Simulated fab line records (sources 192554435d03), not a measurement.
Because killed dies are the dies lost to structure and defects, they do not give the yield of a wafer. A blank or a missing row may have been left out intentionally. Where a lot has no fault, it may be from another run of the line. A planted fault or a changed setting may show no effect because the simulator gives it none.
fab line records	flow n5-finfet
record lots=5	wafers=12	last-day=17
route steps=1938 shown BEOL_M3@951 BEOL_M4@1111 PASSIVATION@1936
lots that met no fault: taken from a fault-free run of the same line
start-h: the number of hours between the record's first day and the start of the first shown wafer of the lot	wait-h: hours from the lot's prior step to this one	" repeats the value in the row above	L1.1+2: one row covering several wafers at once	- no value present, or no start provided	* or withheld: withheld	< > ~ a bound
route shown NAME@n: NAME is a module with steps in the file, n the number in the route of the first one	usual: mean and standard deviation over wafers with no fault	same: alike in all rows	chamber/n: place in a boat	sites: each site's reading	_std_site: their standard deviation	_edge_site: outer sites' mean less inner sites'	radius-mm: for every site, how far away it sits from the centre of the wafer	mask NAME#n: copy n	behind: the tool/chamber that last shaped the wafer	hold: the reason the lot was held/the length of the hold in hours/how it ended	device: which transistor (n, p or np) failed to switch	end of line: the same wafers' tests at the end of the route	a step given without rows: its recipe and nothing more	killed: not the wafer's yield, but the dies lost to structure and defects at the first sort	map: a wafer's dies, marking killed ones x, the rest . and places with no die _
set.NAME: the setting that was run; set.NAME@STEP: the one run at that earlier step	model.NAME: the simulator's own value behind a step, which no gauge read
a table for each step, a row for each wafer; lots at some steps of the route
services: from which hour (start-h, from the record's first day; less than 0 if before it) a tool's chamber was out of use, for how many hours, and why
## steps
# step N5_BEOL_M3_STRIP_65
# recipe chemistry=N2/H2	temp-c=40	n2-flow-sccm=200	h2-flow-sccm=200	rf-frequency-hz=6e+07
# step N5_BEOL_M3_STRIP_75
# recipe chemistry=N2/H2	temp-c=40	n2-flow-sccm=200	h2-flow-sccm=200	rf-frequency-hz=6e+07
# step N5_BEOL_M3_STRIP_66
# recipe chemistry=CF4	resist=SiARC	power-w=300	bias-power-w=75	pressure-mtorr=50	cf4-flow-sccm=150	rf-frequency-hz=6e+07
# step N5_BEOL_M3_HM_OPEN_17
# recipe chemistry=Cl2/BCl3	target-depth-a=200	overetch-a=60	target=TiN	mask-material=SOC	ion-energy-ev=150	pressure-mtorr=10	icp-w=1000	bias-w=126	Cl2_flow_sccm=53.25	bcl3-flow-sccm=21.75	Ar_flow_sccm=25
# step N5_BEOL_M3_STRIP_19
# recipe chemistry=O2	power-w=400	temp-c=40	pressure-mtorr=30	rf-frequency-hz=6e+07	bias-power-w=0	overash-fraction=0.2	o2-flow-sccm=225
# step N5_BEOL_M3_COAT_67
# recipe resist=SOC	temp-c=250	time-s=60	spin-rpm=1500	resist-thk-nm=60
# step N5_BEOL_M3_COAT_68
# recipe resist=SiARC	temp-c=220	time-s=60	spin-rpm=1500	resist-thk-nm=12
# step N5_BEOL_M3_COAT_76
# recipe resist=underlayer	temp-c=205	time-s=60	spin-rpm=1500	resist-thk-nm=5
# step N5_BEOL_M3_COAT_22
# recipe resist=CAR-EUV	spin-rpm=1500	resist-thk-nm=30
# step N5_BEOL_M3_EBR_24
# recipe solvent=PGMEA	ebr-width-mm=1.5
# step N5_BEOL_M3_SOFTBAKE_23
# recipe temp-c=110	time-s=60	resist=CAR-EUV
# step N5_BEOL_M3_EXPOSE_25
# recipe mask-id=V2	na=0.33	source-shape=quasar	sigma-inner=0.2	sigma-outer=0.8	polarization=unpolarized	defocus-nm=5	dose-mj=63
lot.wafer	tool	chamber	start-h	wait-h	mask	model.BEOL_M3.overlay-x-nm
L835.2+3+6	euv-scanner-02	0	208.20	-	V2#0	0.4
L841.3+4+5	euv-scanner-02	0	244.56	-	V2#0	0
L843.4+6	euv-scanner-02	0	244.76	-	V2#0	10
L845.5+6	euv-scanner-02	0	258.54	-	V2#0	10
L844.2+3	euv-scanner-02	0	262.69	-	V2#0	10.2
# step N5_BEOL_M3_PEB_26
# recipe peb-temp-c=100	peb-time-s=60	resist=CAR-EUV
# step N5_BEOL_M3_DEVELOP_27
# recipe develop-time-s=30	developer=TMAH	resist=CAR-EUV	rinse-liquid=surfactant-rinse	dry=air-spin	dev-temp-c=23
# step N5_BEOL_M3_OVL_MEAS_29
# recipe points-per-wafer=522
# usual V2_OVL=-0.3/0.76
lot.wafer	tool	chamber	start-h	wait-h	V2_OVL[nm]
L835.2	overlay-01	0	208.38	0.0	-0.3
L835.3	"	0	"	"	-0.4
L835.6	"	0	"	"	0.9
L841.3	overlay-02	0	244.72	0.0	-0.3
L841.4	"	0	"	"	-0.3
L841.5	"	0	"	"	-0.1
L843.4	overlay-02	0	244.93	0.0	9.1
L843.6	"	0	"	"	9.2
L845.5	overlay-02	0	258.70	0.0	9.6
L845.6	"	0	"	"	9.9
L844.2	overlay-01	0	262.87	0.0	10.7
L844.3	"	0	"	"	9.8
# step N5_BEOL_M3_DESCUM_33
# recipe chemistry=O2	time-s=7	source-power-w=50	bias-power-w=20	pressure-mtorr=20	rf-frequency-hz=2.712e+07	temp-c=40	resist=CAR-EUV	o2-flow-sccm=225
# step N5_BEOL_M3_ETCH_77
# recipe chemistry=N2/H2	target=underlayer	target-depth-a=65	mask-material=CAR-EUV	time-s=5.2	ion-energy-ev=200	pressure-mtorr=30	source-w=840	bias-w=150	n2-flow-sccm=200	h2-flow-sccm=200	ends=cleared
# step N5_BEOL_M3_ETCH_69
# recipe chemistry=CF4	target=SiARC	target-depth-a=156	mask-material=CAR-EUV	time-s=26	ion-energy-ev=80	pressure-mtorr=40	source-w=545	bias-w=36	Ar_flow_sccm=100	cf4-flow-sccm=100	ends=cleared
# step N5_BEOL_M3_ALD_98
# recipe material=SiO2	target-thk-a=25	temp-c=100	ald-precursor-family=BDEAS	ald-co-reactant=O2-plasma	pulse-time-s=1	co-reactant-pulse-time-s=1	purge-time-s=2	co-reactant-purge-time-s=2	ald-cycles=17	pressure-torr=2
# step N5_BEOL_M3_ETCHBACK_99
# recipe chemistry=CHF3	target=SiO2	target-depth-a=50	time-s=10.4	source-w=215	bias-w=47	Ar_flow_sccm=200	CHF3_flow_sccm=12	ion-energy-ev=100	pressure-mtorr=30
# step N5_BEOL_M3_ETCH_70
# recipe chemistry=N2/H2	target=SOC	target-depth-a=800	overetch-a=160	mask-material=SiARC	temp-c=40	time-s=120	ion-energy-ev=200	pressure-mtorr=30	source-w=840	bias-w=150	n2-flow-sccm=200	h2-flow-sccm=200
# step N5_BEOL_M3_STRIP_71
# recipe chemistry=N2/H2	temp-c=40	n2-flow-sccm=200	h2-flow-sccm=200	rf-frequency-hz=6e+07
# step N5_BEOL_M3_STRIP_78
# recipe chemistry=N2/H2	temp-c=40	n2-flow-sccm=200	h2-flow-sccm=200	rf-frequency-hz=6e+07
# step N5_BEOL_M3_VIA_ETCH_34
# recipe chemistry=C4F6/O2	target-depth-a=694	mask-material=SOC	pressure-mtorr=15	ion-energy-ev=250	taper-deg=4	time-s=65.9	source-w=350	bias-w=170	Ar_flow_sccm=300	C4F6_flow_sccm=10	O2_flow_sccm=10
# step N5_BEOL_M3_STRIP_83
# recipe chemistry=C4F6/O2	resist=SiARC	rf-frequency-hz=6e+07
# step N5_BEOL_M3_STRIP_36
# recipe chemistry=N2/H2	power-w=450	temp-c=40	pressure-mtorr=20	rf-frequency-hz=6e+07	overash-fraction=0.3	bias-power-w=7	h2-frac=0.5	n2-flow-sccm=200	h2-flow-sccm=200
# step N5_BEOL_M3_TRENCH_ETCH_37
# recipe chemistry=C4F6/O2	target-depth-a=555.55	target=SiOC	time-s=29.2	ion-energy-ev=250	pressure-mtorr=30	source-w=355	bias-w=185	Ar_flow_sccm=300	C4F6_flow_sccm=10	O2_flow_sccm=10
# step N5_BEOL_M3_ETCH_41
# recipe chemistry=CH3F/O2	target=SiCN	target-depth-a=299	taper-deg=2	time-s=52.5	ion-energy-ev=120	mask-material=TiN	pressure-mtorr=30	source-w=395	bias-w=75	Ar_flow_sccm=150	CH3F_flow_sccm=30	O2_flow_sccm=20
# step N5_BEOL_M3_STRIP_97
# recipe chemistry=N2/H2	time-s=10	power-w=450	temp-c=40	pressure-mtorr=20	rf-frequency-hz=6e+07	bias-power-w=7	n2-flow-sccm=200	h2-flow-sccm=200
# step N5_BEOL_M3_HM_STRIP_39
# recipe chemistry=peroxide-tin-strip	material=TiN	target-depth-a=250	temp-c=50	time-s=158
# step N5_BEOL_M3_SRD_40
# recipe time-s=30	temp-c=23	rinse-liquid=diw	dry=ipa-marangoni
# step N5_BEOL_M3_PRECLEAN_42
# recipe chemistry=residue-remover	time-s=60	temp-c=40
# step N5_BEOL_M3_SRD_43
# recipe time-s=30	temp-c=23	rinse-liquid=diw	dry=ipa-marangoni
# step N5_BEOL_M3_DEGAS_44
# recipe ambient=vacuum	temp-c=250	time-s=60
# step N5_BEOL_M3_PRE_CLEAN_45
# recipe gas=H2/He	time-s=30	temp-c=250
# step N5_BEOL_M3_ALD_84
# recipe material=TaN	target-thk-a=*	temp-c=275	ald-precursor-family=PDMAT	ald-co-reactant=NH3	pressure-torr=3	carrier-flow-sccm=1500	pulse-time-s=2	purge-time-s=3	co-reactant-purge-time-s=2	co-reactant-pulse-time-s=3	ald-cycles=30	precursor-vessel-temp-c=75	precursor-vessel-pressure-torr=26.25	precursor-vessel-carrier-sccm=1000
# step N5_BEOL_M3_SURFACE_TREAT_85
# recipe gas=Ar	time-s=*	ion-energy-ev=*	ion-current-ma-cm2=0.5	pressure-mtorr=*	ar-flow-sccm=30
# step N5_BEOL_M4_RC_MEAS_101
# usual DIBL_N=36.3/1.6	DIBL_P=36.5/1.6	IOFF_N=0.163/0.026	IOFF_P=0.22/0.033	ION_N=676/9.9	ION_P=464/6.5	SS_N=71.5/0.5	SS_P=73.3/0.64	VT_N=249.3/2.9	VT_P=-250/3.2
lot.wafer	tool	chamber	start-h	wait-h	DIBL_N[mV/V]	DIBL_P[mV/V]	IOFF_N[nA/um]	IOFF_P[nA/um]	ION_N[uA/um]	ION_P[uA/um]	SS_N[mV/dec]	SS_P[mV/dec]	VT_N[mV]	VT_P[mV]
L835.2	prober-01	0	235.26	0.2	36.2	37.9	0.166	0.22	676	458	72.0	73.1	248.0	-248
L835.3	"	0	"	"	32.9	33.1	0.108	0.15	653	453	70.8	71.0	254.9	-253
L835.6	"	0	"	"	34.8	35.3	0.141	0.17	670	456	70.8	72.5	248.7	-254
L841.3	prober-02	0	271.06	0.3	38.8	38.6	0.221	0.25	688	465	72.2	73.3	246.4	-249
L841.4	"	0	"	"	36.6	36.2	0.177	0.21	673	457	72.2	73.1	248.0	-252
L841.5	"	0	"	"	37.1	36.6	0.181	0.21	685	461	71.1	73.8	247.4	-251
L843.4	prober-01	0	278.34	0.5	34.5	34.6	0.126	0.15	669	450	71.8	72.4	254.9	-256
L843.6	"	0	"	"	35.0	34.7	0.134	0.15	666	445	71.4	72.9	252.5	-257
L845.5	prober-01	0	283.23	0.6	37.8	36.6	0.180	0.22	690	474	71.4	72.9	244.9	-247
L845.6	"	0	"	"	37.0	35.2	0.155	0.20	674	466	72.0	72.9	251.6	-248
L844.2	prober-01	0	287.39	0.2	38.8	38.5	0.192	0.26	680	466	71.7	73.6	248.1	-248
L844.3	"	0	"	"	38.7	38.9	0.184	0.25	670	465	72.1	73.6	247.4	-249
# step N5_PASSIVATION_PROBE_49
# usual defect-limited-yield=91.2/1.5	killed_at_M0_to_M3=32/9.6	killed_at_M4_up=13/5.3	killed-at-contacts=13/6.7	killed-at-front-end=42/11	killed-at-other=3.8/2.9	killed-dies=103/17	killed-on-rim=14/4.4	killed-open=67/13	killed-short=35/7.9	sort_bin_5_function=5.2/0.94	sort_bin_6_memory=3.3/0.64	sort-n-pass=1077/17	sort-yield-pct=91.2/1.5
# same gross-dies=1180	killed-at-back-side=0	sort_bin_4_leakage[%]=0	sort_bin_8_speed[%]=0
lot.wafer	tool	chamber	start-h	wait-h	defect-limited-yield[%]	killed_at_M0_to_M3	killed_at_M4_up	killed-at-contacts	killed-at-front-end	killed-at-other	killed-dies	killed-on-rim	killed-open	killed-short	sort_bin_5_function[%]	sort_bin_6_memory[%]	sort-n-pass	sort-yield-pct[%]
L843.4	prober-01	-	402.36	0.2	85.7	115	15	10	26	3	169	23	65	17	8.9	2.5	1011	85.7
L843.6	prober-01	-	402.46	0.3	77.8	191	8	20	38	5	262	35	55	39	13.1	2.9	918	77.8
L844.3	prober-02	-	412.37	0.1	64.5	357	11	5	45	1	419	54	63	28	18.2	3.6	761	64.5
L845.5	prober-02	-	414.86	0.2	78.6	180	11	23	34	4	252	34	77	25	11.0	3.2	928	78.6
# killed by level:class
L843.4 BEOL_M3:overlay=86 MOL_CONTACT_COAG:geometric-particle:open=9 BEOL_M1:geometric-particle:open=9 STI_FIN_REVEAL:geometric-particle:open=8 BEOL_M0_SAQP:geometric-particle:open=6 FIN_SAQP:geometric-particle:open=5 BEOL_M0_SAQP:geometric-particle:short=5 BEOL_M6:geometric-particle:open=5
L843.6 BEOL_M3:overlay=168 MOL_CONTACT_COAG:geometric-particle:open=16 STI_FIN_REVEAL:geometric-particle:open=11 BEOL_M2:geometric-particle:short=7 FIN_SAQP:geometric-particle:short=5 GATE_CUT:geometric-particle:short=5 STI_FIN_REVEAL:geometric-particle:short=4 MOL_CONTACT_COAG:geometric-particle:short=4
L844.3 BEOL_M3:overlay=328 DUMMY_GATE:geometric-particle:open=10 BEOL_M0_SAQP:geometric-particle:open=9 STI_FIN_REVEAL:geometric-particle:open=8 GATE_CUT:geometric-particle:open=6 GATE_CUT:geometric-particle:short=6 BEOL_M0_SAQP:geometric-particle:short=6 BEOL_M2:geometric-particle:open=6
L845.5 BEOL_M3:overlay=148 MOL_CONTACT_COAG:geometric-particle:open=19 STI_FIN_REVEAL:geometric-particle:open=12 FIN_SAQP:geometric-particle:open=8 BEOL_M2:geometric-particle:open=7 BEOL_M0_SAQP:geometric-particle:open=7 BEOL_M0_SAQP:geometric-particle:short=6 BEOL_M4:geometric-particle:open=5
# map L843.6 (x killed, . not)
_________________........x..x________________
______________x.....x..........._____________
___________....x........xx.xxxx...x__________
__________..x.x.........x.x.x.....x._________
________.xx.x...x....x.x....x........._______
_______...x.x......................x...______
______..x............xxx....xx......x.x._____
_____.......x....xx..x....x....x..x.x....____
____x...x.xx.......x...x..x..x.........x..___
___x....xx..xx..x...x..x.x..x...x.......x..__
___x.....x..x.x...x.......x..xx.xxxx..x..x.__
__....x.x..........x....x.x....xxx..x....x.x_
__x.......x......x...x..xx.......x..x..x.x.._
_x.........x.................x.....xx.x....x.
_x......xx.x.xx..........x......xx...x.....x.
_.................x..x..x......x...x....x....
_.....xx.x....xxx.......x.x...x......x..x..x.
_...x..................x.x....x......xx......
_.xx.x...........x.x.x...x...xx.........x...x
_xx......xx.x..................xx.xx...x.....
_..xx.x...x....x.x.....xx...x....x....xx.....
__.xx........x...xx....x..x.x..............x_
__.......................x...x.........x..x._
___x...x......x...x....x...x....x...x......__
___xx.xxxx...............x..x...xx.........__
____..x......x....x.x...x......x...x.x...x___
_____.....x..x....x.xx...xx.......x......____
______.xxx........x.x.....x.x........xx._____
_______...x........................xx..______
________...x...........x.x.xx...x.x..._______
__________x.x......x...x......x...x._________
___________......xxx......x.x....x.__________
______________......xx......x..._____________
_________________x.x.x.....xx________________
# map L844.3 (x killed, . not)
_________________x..x..xxxx.x________________
______________......x...x..xx.x._____________
___________xx.x..x..x..x..........x__________
__________...xx.x...x...xx.....x.x.._________
________x...x.xx.xxx...xxx..xx....x..._______
_______.x..xx.xx.......x..xx.xxxxx.x..x______
______....xx.x....xx.....x.xx....x...xx._____
_____..x.xxx.........x..x..xx.x.....x.x.x____
____..x...x..x.x.xxx.x..x..x...x........x.___
___x.x...x..x...xx..xx......xx.xx........xx__
___..........x..x.....x..x.xxx..x......xx..__
__x...............x...x.xx...xx..x..x..xxxx._
__x..x..x.....x..x......xx.x.....xx..xxx...._
_xxxx.xxxx.xx......xx.x...xxx...x....x.x.....
_.x..x..x.x...x....x...x.xxx.x..x.....xxx.xx.
_.x......x.......x...x..xx.....x..x.x....x...
_x........x...x..x..x.xx..xx....x.x....x.x...
_x.x.xx........xxxxx.xx........xx...xx......x
_x..xx..xx....x.x..x....x.x......x...xx...x.x
_...x..xx....xxx..x.x.x..x......xxx...x.xx.x.
_.......x...x.x..x...xx..x....x...xx..x.x..xx
__..x.x........xx...xx...xxx.xx.....x..xx.x._
__.....x..x.xxxxx.....x.xx..x.x..xx.x......._
___.x..x.x..xxxx...x.x..x...x.xx.x....x..x.__
___....x...x.....x.........xxxx..x..x...x..__
____...xx.xx..x..x.x..xxxx...x..x..x.....x___
_____...xx.xxx.x...x..........xxx..xx.xx.____
______..x.x..x..x.x.x.....xxxx.xxxx.x..x_____
_______x..xxxxx...xxx.x.xx.xx.xx......x______
________xxx......x..x.x...x.xxx.x.xxx._______
__________xxxx....x....xx.x.x......._________
___________x.x.xx.xx...x.x...x.x...__________
______________....x.x.........x._____________
_________________..xx..x....x________________
## services
tool	chamber	start-h	hours	kind
euv-scanner-02	-	204.37	1.0	pm
euv-scanner-02	0	243.76	-	calibration
euv-scanner-02	-	260.52	1.0	pm
## key
first-sign step=N5_BEOL_M3_OVL_MEAS_29	reading=V2_OVL	direction=up	sigmas=13	usual=-0.3	struck=9.7
effect step=N5_PASSIVATION_PROBE_49	reading=killed_at_M0_to_M3	direction=up	sigmas=19	usual=32	struck=211
model-effect step=N5_BEOL_M3_EXPOSE_25	value=BEOL_M3.overlay-x-nm	without=-0.2	struck=10.07
more-kills-born-at N5_BEOL_M3_EXPOSE_25@euv-scanner-02=730
met-at N5_BEOL_M3_EXPOSE_25
struck-wafers L843.4,L843.6,L844.2,L844.3,L845.5,L845.6
rows-end L844.2,L845.6
onset-between 244.56 244.76
also-fits time
fault kind=scanner-matching-overlay	tool=euv-scanner-02	chamber=-	onset-h=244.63	steps=N5_BEOL_M3_EXPOSE_25	offset=10.242
# rows-end: these wafers met a further fault down the route, and their rows from its step on are left out
